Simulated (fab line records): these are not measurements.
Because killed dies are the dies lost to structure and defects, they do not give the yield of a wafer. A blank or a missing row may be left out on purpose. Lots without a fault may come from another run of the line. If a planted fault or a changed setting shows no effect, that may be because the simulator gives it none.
Which tool is to blame? | flow nand harc | 39 wafers from 13 lots sampled at 5 of the route's 1302 steps

## WHAT THE GAUGES READ, wafer by wafer
NHARC_P_ZERO_WELL_CD_MEAS_37: the cd target is 720 nm.
lot  | measured     | on        | cd nm (nm)
L642 | day 2 00:16  | cd sem-01 | 724 718 718
L644 | day 2 20:15  | cd sem-01 | 718 718 717
L646 | day 3 16:01  | cd sem-01 | 723 718 723
L647 | day 4 02:11  | cd sem-03 | 718 716 719
L648 | day 4 12:15  | cd sem-02 | 722 718 715
L649 | day 4 22:12  | cd sem-01 | 721 721 721
L651 | day 5 18:09  | cd sem-01 | 717 716 715
L656 | day 7 20:10  | cd sem-03 | 722 720 724
L657 | day 8 06:13  | cd sem-02 | 723 722 719
L658 | day 8 16:16  | cd sem-02 | 718 711 717
L659 | day 9 02:06  | cd sem-02 | 719 719 725
L661 | day 9 22:36  | cd sem-02 | 720 721 723
L662 | day 10 11:10 | cd sem-01 | 721 721 721

NHARC_END_SORT_01.
lot  | measured     | on        | killed at array | killed at other | killed at periphery | killed dies | killed open | killed short
L642 | day 25 01:37 | prober-01 | 55 47 47        | 0 1 0           | 2 6 1               | 57 54 48    | 4 5 6       | 2 1 1
L648 | day 26 19:43 | prober-01 | 47 50 54        | 2 1 1           | 3 3 3               | 52 54 58    | 3 9 8       | 1 2 4
L657 | day 30 20:09 | prober-01 | 85 82 78        | 0 0 0           | 1 3 9               | 86 85 87    | 4 1 2       | 2 7 2
L658 | day 30 20:25 | prober-02 | 51 66 70        | 0 1 0           | 1 1 1               | 52 68 71    | 2 2 0       | 0 2 1
L659 | day 31 10:04 | prober-02 | 81 75 76        | 0 0 0           | 1 4 2               | 82 79 78    | 1 7 2       | 1 3 4
L661 | day 32 03:02 | prober-01 | 42 34 39        | 0 0 0           | 2 4 3               | 44 38 42    | 4 2 5       | 2 4 3
L662 | day 33 06:17 | prober-01 | 27 34 33        | 0 0 0           | 5 6 8               | 32 40 41    | 5 4 5       | 4 6 2

## EACH LOT AND THE TOOL THAT RAN IT (in order: tool; ch and the chambers of the sampled wafers; start)
lot  | NHARC_P_ZERO_WELL_ETCH_63        | NHARC_P_STI_EXPOSE_06             | NHARC_P_STI_DESCUM_14
L642 | rie si-04 ch 0,2,3, day 1 21:43  | krf scanner-02 ch 0, day 2 23:16  | rie diel-10 ch 1,2, day 2 23:40
L644 | rie si-02 ch 0,1,2, day 2 17:38  | krf scanner-02 ch 0, day 3 16:40  | rie diel-10 ch 1,2,3, day 3 17:05
L646 | rie si-04 ch 1,2, day 3 13:35    | krf scanner-02 ch 0, day 4 12:55  | rie diel-10 ch 0,2,3, day 4 13:20
L647 | rie si-03 ch 0,1,3, day 3 23:38  | krf scanner-04 ch 0, day 4 20:37  | rie diel-10 ch 0,3, day 4 21:02
L648 | rie si-04 ch 0,1,3, day 4 09:39  | krf scanner-04 ch 0, day 5 06:57  | rie diel-10 ch 0,2,3, day 5 07:22
L649 | rie si-03 ch 0,2, day 4 19:47    | krf scanner-03 ch 0, day 5 17:25  | rie diel-07 ch 0,1,3, day 5 17:50
L651 | rie si-02 ch 2,3, day 5 15:43    | krf scanner-02 ch 0, day 6 14:27  | rie diel-07 ch 1,2, day 6 14:52
L656 | rie si-03 ch 0,3, day 7 17:41    | krf scanner-02 ch 0, day 8 14:58  | rie diel-07 ch 0,1,3, day 8 15:23
L657 | rie si-03 ch 0,1,3, day 8 03:39  | krf scanner-04 ch 0, day 9 00:32  | rie diel-04 ch 2,3, day 9 00:58
L658 | rie si-02 ch 2,3, day 8 13:42    | krf scanner-02 ch 0, day 9 11:58  | rie diel-10 ch 0,1, day 9 12:22
L659 | rie si-03 ch 0,1,3, day 8 23:33  | krf scanner-02 ch 0, day 9 20:19  | rie diel-07 ch 0,3, day 9 20:44
L661 | rie si-02 ch 2,3, day 9 19:56    | krf scanner-02 ch 0, day 10 17:58 | rie diel-07 ch 2,3, day 10 18:23
L662 | rie si-04 ch 0,1,3, day 10 08:34 | krf scanner-04 ch 0, day 11 05:10 | rie diel-07 ch 0,2,3, day 11 05:34
- NHARC_P_ZERO_WELL_ETCH_63: etches the open film in HBr/Cl2, target depth 120 nm, time 40.1 s.
- NHARC_P_STI_EXPOSE_06: exposes mask P STI, target cd 200 nm.
- NHARC_P_STI_DESCUM_14: chemistry O2, time 3 s.

## AS READ BY THE TOOLS THEMSELVES (means over the sampled wafers that have a number; for cases with no such wafer, the mark the record gives instead)
NHARC_P_ZERO_WELL_ETCH_63.
lot  | tool      | drypump motor current A (A) | oes product au (a.u.) | throttle valve pct (%)
L642 | rie si-04 | 5.9                         | 1.002                 | 26.408
L644 | rie si-02 | 5.4                         | 1.009                 | 26.401
L646 | rie si-04 | 6.1                         | 0.994                 | 26.406
L647 | rie si-03 | 5.4                         | 1.001                 | 26.411
L648 | rie si-04 | 6.2                         | 1.009                 | 26.406
L649 | rie si-03 | 5.3                         | 1.008                 | 26.414
L651 | rie si-02 | 5.8                         | 1.007                 | 26.403
L656 | rie si-03 | 5.6                         | 0.992                 | 26.406
L657 | rie si-03 | 5.5                         | 1.008                 | 26.398
L658 | rie si-02 | 5.8                         | 1.015                 | 26.404
L659 | rie si-03 | 5.5                         | 1.007                 | 26.393
L661 | rie si-02 | 5.8                         | 1.003                 | 26.402
L662 | rie si-04 | 6.1                         | 1.004                 | 26.408

NHARC_P_STI_EXPOSE_06.
lot  | tool           | exposure dose mJ cm2
L642 | krf scanner-02 | 37.70
L644 | krf scanner-02 | 37.67
L646 | krf scanner-02 | 37.63
L647 | krf scanner-04 | 37.96
L648 | krf scanner-04 | 38.01
L649 | krf scanner-03 | 37.68
L651 | krf scanner-02 | 37.68
L656 | krf scanner-02 | 37.61
L657 | krf scanner-04 | 38.01
L658 | krf scanner-02 | 39.30
L659 | krf scanner-02 | 38.97
L661 | krf scanner-02 | 38.63
L662 | krf scanner-04 | 37.87

NHARC_P_STI_DESCUM_14.
lot  | tool        | drypump motor current A (A) | oes product au (a.u.) | rf vpp V (V) | showerhead plenum p Torr (Torr) | throttle valve pct (%)
L642 | rie diel-10 | 5.8                         | 1.005                 | 57.5         | 1.92                            | 11.312
L644 | rie diel-10 | 5.9                         | 1.001                 | 58.2         | 1.91                            | 11.309
L646 | rie diel-10 | 5.8                         | 1.002                 | 58.5         | 1.96                            | 11.306
L647 | rie diel-10 | 6.0                         | 0.990                 | 57.0         | 1.90                            | 11.305
L648 | rie diel-10 | 5.8                         | 0.994                 | 58.1         | 1.96                            | 11.306
L649 | rie diel-07 | 6.2                         | 0.997                 | 57.5         | 1.98                            | 11.303
L651 | rie diel-07 | 6.2                         | 0.998                 | 58.7         | 1.88                            | 11.315
L656 | rie diel-07 | 6.2                         | 0.987                 | 58.0         | 1.98                            | 11.297
L657 | rie diel-04 | 6.1                         | 1.003                 | 57.6         | 1.99                            | 11.305
L658 | rie diel-10 | 5.8                         | 1.013                 | 57.8         | 1.91                            | 11.307
L659 | rie diel-07 | 6.1                         | 0.997                 | 57.9         | 1.99                            | 11.308
L661 | rie diel-07 | 5.8                         | 1.001                 | 57.5         | 1.85                            | 11.316
L662 | rie diel-07 | 6.0                         | 0.999                 | 57.7         | 1.93                            | 11.306

## THE ANSWER, worked out from the rows above alone
Rule: usual is defined by the lots themselves. Put in order of their means at a reading, lots are off if they are a third of the lots or fewer, leave a main group of 4 or more, and stand apart from it by a gap of 3 or more times the standard deviation of the main group's means; of several such gaps the widest counts. A main group is skipped when, at the precision printed for the reading in the tables above, its means are all equal. Also off: a lot with no number at a reading for which 4 or more lots have one. Where the step has rows for the other lots, those lots are counted as sound. Order of review: gauges by route order, followed by the tools' own readings, for which a lot's mean as printed above is used. At the first step where some lot is off, the reading lying furthest off is the one used; lots without a number count as furthest.
Off: L658, L659, L661 (NHARC_P_STI_EXPOSE_06, exposure dose mJ cm2). Main group: mean 37.78, sd 0.15.
A tool fits if, at that step or a process step before it, it ran every lot that is off, and no sound lot after the first of them. One fits: krf scanner-02 at NHARC_P_STI_EXPOSE_06. A fault onset in the window from L656 (day 8 14:58, its last sound lot) to L658 (day 9 11:58, its first lot off) fits.
The tool's own readings at NHARC_P_STI_EXPOSE_06 bear it out: on the lots that are off they differ by more than 5 times the standard deviation of the sound lots' means. exposure dose mJ cm2 reads 38.97 there against 37.78 on the sound lots.

## WHAT HAD BEEN PUT IN BY THE SIMULATOR
Process parameters drifting: krf scanner-02 at NHARC_P_STI_EXPOSE_06, beginning at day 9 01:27. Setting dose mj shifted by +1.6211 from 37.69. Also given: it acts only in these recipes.
Lots struck among those shown: L658, L659, L661. The rule given above showed the same thing.
